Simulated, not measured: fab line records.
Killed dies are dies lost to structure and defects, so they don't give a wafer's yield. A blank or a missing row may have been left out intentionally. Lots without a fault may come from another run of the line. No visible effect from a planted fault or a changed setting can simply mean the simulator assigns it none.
Chamber matching | flow n5 finfet | N5_BEOL_M0_SAQP_ETCH_88 on rie diel-03: 4 sister chambers
The step etches underlayer in N2/H2, target depth 6.5 nm, time 5.2 s. 18 wafers are shown with their chamber, then 9 later ones without.

WAFERS PAIRED WITH THEIR CHAMBERS
wafer  | chamber | drypump motor current A (A) | showerhead plenum p Torr (Torr) | throttle valve pct (%)
L076.4 | 3       | 6.2                         | 2.48                            | 17.82
L076.5 | 0       | 5.0                         | 2.68                            | 17.32
L076.6 | 1       | 5.6                         | 2.53                            | 18.10
L078.4 | 1       | 5.6                         | 2.53                            | 18.14
L078.5 | 0       | 5.0                         | 2.67                            | 17.33
L078.6 | 1       | 5.6                         | 2.53                            | 18.11
L080.3 | 2       | 5.1                         | 2.57                            | 17.82
L080.4 | 1       | 5.6                         | 2.52                            | 18.11
L080.5 | 3       | 6.2                         | 2.48                            | 17.79
L084.1 | 1       | 5.6                         | 2.52                            | 18.12
L084.4 | 2       | 5.1                         | 2.57                            | 17.85
L084.6 | 2       | 5.1                         | 2.57                            | 17.85
L087.1 | 0       | 4.9                         | 2.67                            | 17.35
L087.2 | 1       | 5.6                         | 2.52                            | 18.13
L087.4 | 2       | 5.1                         | 2.57                            | 17.88
L091.2 | 0       | 5.0                         | 2.67                            | 17.36
L091.3 | 3       | 6.2                         | 2.48                            | 17.82
L091.4 | 1       | 5.6                         | 2.52                            | 18.16

SIGNATURES (averages over the wafers above)
reading                  | chamber 0 | chamber 1 | chamber 2 | chamber 3 | scatter within a chamber
drypump motor current A  | 4.975     | 5.600     | 5.100     | 6.200     | 0.0231
showerhead plenum p Torr | 2.6725    | 2.5243    | 2.5700    | 2.4800    | 0.0042
throttle valve pct       | 17.3400   | 18.1243   | 17.8500   | 17.8100   | 0.0207
Rule: a wafer lies at a distance from a chamber equal to the root of the sum of squares, over the readings, of (its reading less the chamber's mean, divided by the reading's scatter). If the next closest chamber is less than 2 further off than the closest, the wafer can't be placed; otherwise it belongs to the closest. How the scatter is found: for the shown wafers, subtract from each reading the mean of its chamber, square and add these, divide the total by (wafers less chambers), then take the root.

WAFERS WITHOUT THEIR CHAMBER
wafer  | drypump motor current A (A) | showerhead plenum p Torr (Torr) | throttle valve pct (%)
L093.1 | 5.0                         | 2.66                            | 17.37
L093.5 | 6.2                         | 2.47                            | 17.85
L093.6 | 5.1                         | 2.57                            | 17.88
L094.2 | 5.6                         | 2.51                            | 18.16
L094.3 | 5.1                         | 2.56                            | 17.87
L094.5 | 6.2                         | 2.47                            | 17.87
L096.1 | 6.2                         | 2.47                            | 17.87
L096.3 | 5.6                         | 2.51                            | 18.17
L096.5 | 6.2                         | 2.47                            | 17.87

WHICH CHAMBER EACH WENT THROUGH
wafer  | from the rows above | in truth
L093.1 | 0                   | 0
L093.5 | 3                   | 3
L093.6 | 2                   | 2
L094.2 | 1                   | 1
L094.3 | 2                   | 2
L094.5 | 3                   | 3
L096.1 | 3                   | 3
L096.3 | 1                   | 1
L096.5 | 3                   | 3
9 of 9 placed correctly. Number that these rows cannot place: 0. Number placed wrongly: 0.
